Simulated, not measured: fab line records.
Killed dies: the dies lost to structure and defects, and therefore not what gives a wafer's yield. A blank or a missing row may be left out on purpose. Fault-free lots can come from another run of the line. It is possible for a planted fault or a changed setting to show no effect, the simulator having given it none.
Split-lot study	flow n5-finfet	21 wafers read across 7 lots, on a route 1938 steps long

== THE SPLIT ==
At N5_HKMG_FIN_HK_ALD_01 (deposits HfO2, target thk 1.6 nm, pulse time 3 s, purge time 3 s), the setting ald-cycles was moved away from the recipe's 30 on 6 of the 21 wafers read, by -13.3% to +13.3%. The other wafers ran this setting at the recipe's value.

== FROM THE SPLIT TO THE READING: what the file shows between them, 4 steps ==
- N5_HKMG_FIN_HK_ANNEAL_02: time 30 s
- N5_HKMG_FIN_ALD_74: deposits La2O3, target thk 0.5 nm, pulse time 6 s, co reactant pulse time 1 s
- N5_HKMG_FIN_WET_ETCH_82: etches La2O3 in dHCl, stops on HfO2, target depth 2 nm, rinse time 30 s
- N5_HKMG_FIN_ALD_36: deposits TiN, target thk 1 nm, pulse time 1 s, purge time 3 s

== THE READING ==
HK_THK, in nm, at N5_HKMG_FIN_THK_MEAS_70 (measures by xrf). Fault-free wafers of this fab line usually give 1.585 nm, standard deviation 0.018 nm.

wafer	tool, chamber at the split	ald-cycles as run	against the recipe	HK_THK, nm	against lot-mates on the recipe
L079.2	ald-hk-02, 2	26	-13.3%	1.375	-0.207
L079.5	ald-hk-02, 3,2	30	recipe	1.595	-
L079.6	ald-hk-02, 3,2	30	recipe	1.568	-
L080.1	ald-hk-03, 1,1,2	30	recipe	1.595	-
L080.5	ald-hk-03, 1,1,2	30	recipe	1.597	-
L080.6	ald-hk-03, 1,1,2	30	recipe	1.573	-
L083.1	ald-hk-01, 0,2,1	30	recipe	1.590	-
L083.2	ald-hk-01, 0,2,1	30	recipe	1.606	-
L083.4	ald-hk-01, 0,2,1	30	recipe	1.584	-
L088.2	ald-hk-02, 1	30	recipe	1.554	-
L088.3	ald-hk-02, 0,3	34	+13.3%	1.775	+0.221
L088.5	ald-hk-02, 0,3	34	+13.3%	1.803	+0.249
L092.2	ald-hk-02, 2,0,3	30	recipe	1.554	-
L092.5	ald-hk-02, 2,0,3	30	recipe	1.595	-
L092.6	ald-hk-02, 2,0,3	30	recipe	1.604	-
L095.1	ald-hk-02, 0	34	+13.3%	1.773	+0.182
L095.3	ald-hk-02, 2,1	30	recipe	1.601	-
L095.6	ald-hk-02, 2,1	30	recipe	1.580	-
L097.2	ald-hk-02, 3,1	29	-3.3%	1.565	+0.012
L097.3	ald-hk-02, 3,1	29	-3.3%	1.521	-0.032
L097.6	ald-hk-02, 2	30	recipe	1.553	-
If several chambers appear in one row, that row covers several wafers at once and the file leaves open which wafer was in which chamber.

FIT RESULTS
A straight line over all 21 wafers: HK_THK changes by +0.0151 nm for each +1% of ald-cycles; r = +0.98; the points scatter about the line by 0.019 nm.
The same after taking each lot's own level away (the mean of its wafers on the recipe; 21 wafers): +0.0156 nm for each +1%; r = +0.97; scatter 0.022 nm.
On that fit, the largest move of ald-cycles shifts the reading by 0.21 nm.
The span of the lots' own levels, 1.5530 to 1.5933 nm, comes to 2.2 times the standard deviation stated above.
Consequently the slope shifts little with the lot-to-lot level, the two slopes agreeing.
Check: -0.2 nm against its lot-mates is what the line predicts for one of the wafers moved furthest among these (-13.3%) when that wafer is left out of the fit. Against them it came out at -0.207 nm.

== THE FILE'S OWN FIT ==
HK_THK changes by +0.0153 nm for each +1% of ald-cycles, r = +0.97.
